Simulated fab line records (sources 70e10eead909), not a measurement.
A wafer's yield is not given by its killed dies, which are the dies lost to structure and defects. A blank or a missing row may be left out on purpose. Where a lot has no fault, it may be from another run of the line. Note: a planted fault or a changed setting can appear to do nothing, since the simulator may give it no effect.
Which tool is to blame? + flow nand_harc + 33 wafers from 11 lots sampled at 5 of the route's 1159 steps

== WHAT THE GAUGES READ, wafer by wafer ==
NHARC_END_SORT_01. Usual: killed_at_array 25, standard deviation 7.8; killed_at_other 0.6, standard deviation 0.81; killed_at_periphery 3.3, standard deviation 2.2; killed_dies 29, standard deviation 8.2; killed_open 3.5, standard deviation 1.9; killed_short 1.8, standard deviation 1.3.
| lot  | measured     | on        | killed_at_array | killed_at_other | killed_at_periphery | killed_dies | killed_open | killed_short | flag |
|------|--------------|-----------|-----------------|-----------------|---------------------|-------------|-------------|--------------|------|
| L320 | day 19 14:13 | prober-01 | 34 28 33        | 1 0 0           | 1 5 0               | 36 33 33    | 5 3 4       | 2 2 1        |      |
| L323 | day 20 15:15 | prober-02 | 35 33 38        | 0 1 3           | 3 0 1               | 38 34 42    | 6 4 2       | 1 1 2        |      |
| L325 | day 20 22:55 | prober-01 | 32 21 36        | 0 0 0           | 3 4 6               | 35 25 42    | 3 3 8       | 0 4 4        |      |
| L332 | day 21 22:44 | prober-01 | 17 18 26        | 1 0 0           | 5 7 0               | 23 25 26    | 8 3 3       | 2 2 1        |      |
| L331 | day 22 01:54 | prober-02 | 25 19 33        | 0 0 0           | 5 2 1               | 30 21 34    | 6 2 5       | 1 2 2        |      |
| L334 | day 23 11:52 | prober-01 | 36 27 40        | 0 0 1           | 5 1 6               | 41 28 47    | 5 3 6       | 0 2 2        |      |
| L336 | day 23 21:08 | prober-02 | 675 673 676     | 0 1 0           | 2 3 1               | 677 677 677 | 6 2 5       | 1 3 2        | OFF  |
| L335 | day 23 19:43 | prober-01 | 673 672 675     | 1 1 1           | 3 4 1               | 677 677 677 | 6 5 1       | 0 4 0        | OFF  |
| L340 | day 24 05:01 | prober-01 | 28 18 21        | 0 1 0           | 3 0 3               | 31 19 24    | 2 2 6       | 2 2 1        |      |
| L341 | day 24 22:31 | prober-02 | 31 40 40        | 0 1 0           | 2 1 5               | 33 42 45    | 4 1 8       | 1 3 1        |      |
| L342 | day 25 00:04 | prober-01 | 25 31 22        | 0 0 0           | 7 7 7               | 32 38 29    | 4 3 2       | 0 2 2        |      |

== TOOL THAT RAN EACH LOT (tool first, then ch and the chambers of the sampled wafers, then the start) ==
| lot  | NHARC_A_STAIRCASE_STRIP_175          | NHARC_A_STAIRCASE_TRIM_191                    | NHARC_A_STAIRCASE_TRIM_196         | NHARC_A_STAIRCASE_TRIM_200                    |
|------|--------------------------------------|-----------------------------------------------|------------------------------------|-----------------------------------------------|
| L320 | plasma_asher-02 ch 0,1, day 11 07:55 | rie_diel-07 ch 0,1,2, day 11 11:29 or earlier | rie_diel-07 ch 1,3, day 11 11:29   | rie_diel-07 ch 0,1,3, day 19 14:13 or earlier |
| L323 | plasma_asher-02 ch 0,1, day 12 01:58 | rie_diel-13 ch 1,2, day 12 05:03 or earlier   | rie_diel-07 ch 0,1,3, day 12 05:03 | rie_diel-07 ch 0,3, day 20 15:15 or earlier   |
| L325 | plasma_asher-02 ch 0,1, day 12 11:58 | rie_diel-07 ch 0,1,3, day 12 14:41 or earlier | rie_diel-07 ch 1,2,3, day 12 14:41 | rie_diel-07 ch 0,1,3, day 20 22:55 or earlier |
| L332 | plasma_asher-02 ch 0,1, day 13 21:19 | rie_diel-07 ch 2,3, day 14 00:04 or earlier   | rie_diel-13 ch 0,1,3, day 14 00:04 | rie_diel-13 ch 0,3, day 21 22:44 or earlier   |
| L331 | plasma_asher-02 ch 0,1, day 14 01:23 | rie_diel-07 ch 1,2, day 14 04:02 or earlier   | rie_diel-07 ch 2,3, day 14 04:02   | rie_diel-07 ch 0,1, day 22 01:54 or earlier   |
| L334 | plasma_asher-01 ch 0,1, day 14 14:41 | rie_diel-07 ch 0,1,3, day 14 17:44 or earlier | rie_diel-07 ch 0,1,3, day 14 17:44 | rie_diel-07 ch 0,1,2, day 23 11:52 or earlier |
| L336 | plasma_asher-02 ch 1, day 14 17:26   | rie_diel-13 ch 0,3, day 14 20:16 or earlier   | rie_diel-07 ch 0,3, day 14 20:16   | rie_diel-07 ch 0,3, day 23 21:08 or earlier   |
| L335 | plasma_asher-01 ch 0,1, day 14 23:24 | rie_diel-06 ch 0,3, day 15 02:07 or earlier   | rie_diel-06 ch 1,2,3, day 15 02:07 | rie_diel-06 ch 1,2,3, day 23 19:43 or earlier |
| L340 | plasma_asher-01 ch 0,1, day 16 02:28 | rie_diel-07 ch 0,3, day 16 05:04 or earlier   | rie_diel-07 ch 0,2, day 16 05:04   | rie_diel-07 ch 0,2,3, day 24 05:01 or earlier |
| L341 | plasma_asher-02 ch 0,1, day 16 09:49 | rie_diel-07 ch 0,1,3, day 16 12:45 or earlier | rie_diel-07 ch 1,3, day 16 12:45   | rie_diel-07 ch 2,3, day 24 22:31 or earlier   |
| L342 | plasma_asher-01 ch 0,1, day 16 13:47 | rie_diel-13 ch 0,3, day 16 16:21 or earlier   | rie_diel-13 ch 0,2, day 16 16:21   | rie_diel-13 ch 2,3, day 25 00:04 or earlier   |
- NHARC_A_STAIRCASE_STRIP_175: strips in O2.
- NHARC_A_STAIRCASE_TRIM_191: chemistry O2, time 211.2 s.
- NHARC_A_STAIRCASE_TRIM_196: chemistry O2, time 211.2 s.
- NHARC_A_STAIRCASE_TRIM_200: chemistry O2, time 211.2 s.

== AS READ BY THE TOOLS THEMSELVES (means over the sampled wafers that have a number; for cases with no such wafer, the mark the record gives instead) ==
NHARC_A_STAIRCASE_STRIP_175. Usual: drypump_motor_current_A 5.6 A, standard deviation 0.33; heater_power_w 351 W, standard deviation 26.
| lot  | tool            | drypump_motor_current_A (A) | heater_power_w (W) | flag |
|------|-----------------|-----------------------------|--------------------|------|
| L320 | plasma_asher-02 | 5.3                         | 338                |      |
| L323 | plasma_asher-02 | 5.3                         | 337                |      |
| L325 | plasma_asher-02 | 5.4                         | 354                |      |
| L332 | plasma_asher-02 | 5.3                         | 340                |      |
| L331 | plasma_asher-02 | 5.4                         | 359                |      |
| L334 | plasma_asher-01 | 6.0                         | 368                |      |
| L336 | plasma_asher-02 | 5.4                         | 368                |      |
| L335 | plasma_asher-01 | 6.0                         | 343                |      |
| L340 | plasma_asher-01 | 6.1                         | 342                |      |
| L341 | plasma_asher-02 | 5.3                         | 339                |      |
| L342 | plasma_asher-01 | 6.0                         | 338                |      |

NHARC_A_STAIRCASE_TRIM_191. Usual: chamber_pressure_mTorr 60.00 mTorr, standard deviation 0.05; drypump_motor_current_A 5.7 A, standard deviation 0.38; oes_product_au 0.996 a.u., standard deviation 0.013; rf_vpp_V 58.0 V, standard deviation 0.82; showerhead_plenum_p_Torr 3.61 Torr, standard deviation 0.14; throttle_valve_pct 17.034 %, standard deviation 0.0085.
| lot  | tool        | chamber_pressure_mTorr (mTorr) | drypump_motor_current_A (A) | oes_product_au (a.u.) | rf_vpp_V (V) | showerhead_plenum_p_Torr (Torr) | throttle_valve_pct (%) | flag |
|------|-------------|--------------------------------|-----------------------------|-----------------------|--------------|---------------------------------|------------------------|------|
| L320 | rie_diel-07 | 60.03                          | 5.8                         | 0.982                 | 57.6         | 3.70                            | 17.032                 |      |
| L323 | rie_diel-13 | 60.00                          | 5.9                         | 0.997                 | 57.7         | 3.51                            | 17.033                 |      |
| L325 | rie_diel-07 | 59.93                          | 5.7                         | 0.999                 | 58.4         | 3.63                            | 17.042                 |      |
| L332 | rie_diel-07 | 59.97                          | 6.0                         | 0.998                 | 57.6         | 3.66                            | 17.033                 |      |
| L331 | rie_diel-07 | 60.03                          | 6.2                         | 0.986                 | 58.6         | 3.71                            | 17.039                 |      |
| L334 | rie_diel-07 | 60.00                          | 5.7                         | 1.004                 | 58.1         | 3.62                            | 17.035                 |      |
| L336 | rie_diel-13 | 59.97                          | 5.6                         | 0.992                 | 57.8         | 3.46                            | 17.036                 |      |
| L335 | rie_diel-06 | 59.99                          | 5.4                         | 1.001                 | 57.4         | 3.62                            | 17.029                 |      |
| L340 | rie_diel-07 | 60.03                          | 5.5                         | 1.005                 | 57.4         | 3.65                            | 17.040                 |      |
| L341 | rie_diel-07 | 60.03                          | 5.7                         | 1.003                 | 59.0         | 3.61                            | 17.041                 |      |
| L342 | rie_diel-13 | 60.01                          | 5.8                         | 0.993                 | 57.6         | 3.62                            | 17.040                 |      |

NHARC_A_STAIRCASE_TRIM_196. Usual: chamber_pressure_mTorr 60.00 mTorr, standard deviation 0.047; drypump_motor_current_A 5.7 A, standard deviation 0.39; oes_product_au 0.994 a.u., standard deviation 0.013; rf_vpp_V 58.0 V, standard deviation 0.92; showerhead_plenum_p_Torr 3.60 Torr, standard deviation 0.14; throttle_valve_pct 17.036 %, standard deviation 0.0088.
| lot  | tool        | chamber_pressure_mTorr (mTorr) | drypump_motor_current_A (A) | oes_product_au (a.u.) | rf_vpp_V (V) | showerhead_plenum_p_Torr (Torr) | throttle_valve_pct (%) | flag |
|------|-------------|--------------------------------|-----------------------------|-----------------------|--------------|---------------------------------|------------------------|------|
| L320 | rie_diel-07 | 59.98                          | 5.9                         | 0.997                 | 59.0         | 3.58                            | 17.031                 |      |
| L323 | rie_diel-07 | 59.99                          | 5.7                         | 1.002                 | 57.6         | 3.63                            | 17.036                 |      |
| L325 | rie_diel-07 | 59.98                          | 6.0                         | 0.995                 | 57.0         | 3.66                            | 17.038                 |      |
| L332 | rie_diel-13 | 59.97                          | 5.8                         | 0.987                 | 58.1         | 3.54                            | 17.027                 |      |
| L331 | rie_diel-07 | 59.98                          | 6.1                         | 0.986                 | 58.0         | 3.72                            | 17.036                 |      |
| L334 | rie_diel-07 | 60.02                          | 5.6                         | 1.005                 | 58.5         | 3.62                            | 17.040                 |      |
| L336 | rie_diel-07 | -                              | -                           | -                     | -            | -                               | -                      | OFF  |
| L335 | rie_diel-06 | -                              | -                           | -                     | -            | -                               | -                      | OFF  |
| L340 | rie_diel-07 | 60.00                          | 5.6                         | 0.998                 | 58.5         | 3.72                            | 17.029                 |      |
| L341 | rie_diel-07 | 59.98                          | 5.8                         | 1.007                 | 58.0         | 3.56                            | 17.035                 |      |
| L342 | rie_diel-13 | 60.00                          | 5.7                         | 0.995                 | 58.9         | 3.68                            | 17.026                 |      |

NHARC_A_STAIRCASE_TRIM_200. Usual: chamber_pressure_mTorr 60.00 mTorr, standard deviation 0.059; drypump_motor_current_A 5.6 A, standard deviation 0.38; oes_product_au 0.994 a.u., standard deviation 0.013; rf_vpp_V 58.0 V, standard deviation 0.94; showerhead_plenum_p_Torr 3.59 Torr, standard deviation 0.14; throttle_valve_pct 17.037 %, standard deviation 0.0082.
| lot  | tool        | chamber_pressure_mTorr (mTorr) | drypump_motor_current_A (A) | oes_product_au (a.u.) | rf_vpp_V (V) | showerhead_plenum_p_Torr (Torr) | throttle_valve_pct (%) | flag |
|------|-------------|--------------------------------|-----------------------------|-----------------------|--------------|---------------------------------|------------------------|------|
| L320 | rie_diel-07 | 60.01                          | 5.7                         | 0.994                 | 58.1         | 3.63                            | 17.040                 |      |
| L323 | rie_diel-07 | 59.99                          | 5.4                         | 1.003                 | 59.0         | 3.67                            | 17.034                 |      |
| L325 | rie_diel-07 | 60.03                          | 5.6                         | 1.000                 | 57.4         | 3.63                            | 17.030                 |      |
| L332 | rie_diel-13 | 60.01                          | 5.6                         | 0.997                 | 57.2         | 3.46                            | 17.041                 |      |
| L331 | rie_diel-07 | 59.98                          | 5.5                         | 0.997                 | 58.1         | 3.65                            | 17.034                 |      |
| L334 | rie_diel-07 | 60.02                          | 5.8                         | 0.989                 | 58.6         | 3.68                            | 17.031                 |      |
| L336 | rie_diel-07 | 59.98                          | 5.6                         | 1.020                 | 58.4         | 3.63                            | 17.037                 |      |
| L335 | rie_diel-06 | 59.98                          | 5.3                         | 0.996                 | 57.7         | 3.60                            | 17.038                 |      |
| L340 | rie_diel-07 | 59.95                          | 5.8                         | 1.003                 | 58.0         | 3.68                            | 17.039                 |      |
| L341 | rie_diel-07 | 59.98                          | 6.0                         | 1.005                 | 58.4         | 3.65                            | 17.037                 |      |
| L342 | rie_diel-13 | 60.06                          | 5.4                         | 1.001                 | 57.6         | 3.40                            | 17.039                 |      |

== THE ANSWER, worked out from the rows above alone ==
Rule: a lot is off if the mean of its wafers that have a number lies more than 3 standard deviations from the usual mean. A lot without any number at a reading at which 4 lots or more have one is off too. The other lots that the step has rows for count as sound. The gauges are gone through in route order, then the tools' own readings, and for those a lot's mean is taken as printed above. The first step at which some lot is off is used, and at that step the reading that is off furthest; a lot without a number counts as furthest.
Off at NHARC_END_SORT_01 (killed_at_array): L336, L335.
A tool fits if, at a process step before that reading, it ran every lot that is off, and no sound lot after the first of them. The gauges at NHARC_END_SORT_01 aren't tried: what is off there is off at NHARC_A_STAIRCASE_TRIM_196 too, on other tools, and a gauge's error can't cause that. Because NHARC_A_STAIRCASE_TRIM_191 lacks a start for some lots, the hours and order of its lots are taken from NHARC_A_STAIRCASE_TRIM_196. Because NHARC_A_STAIRCASE_TRIM_200 lacks a start for some lots, the hours and order of its lots are taken from NHARC_END_SORT_01. None of those tried fits.

== WHAT THE SIMULATOR HAD PUT IN ==
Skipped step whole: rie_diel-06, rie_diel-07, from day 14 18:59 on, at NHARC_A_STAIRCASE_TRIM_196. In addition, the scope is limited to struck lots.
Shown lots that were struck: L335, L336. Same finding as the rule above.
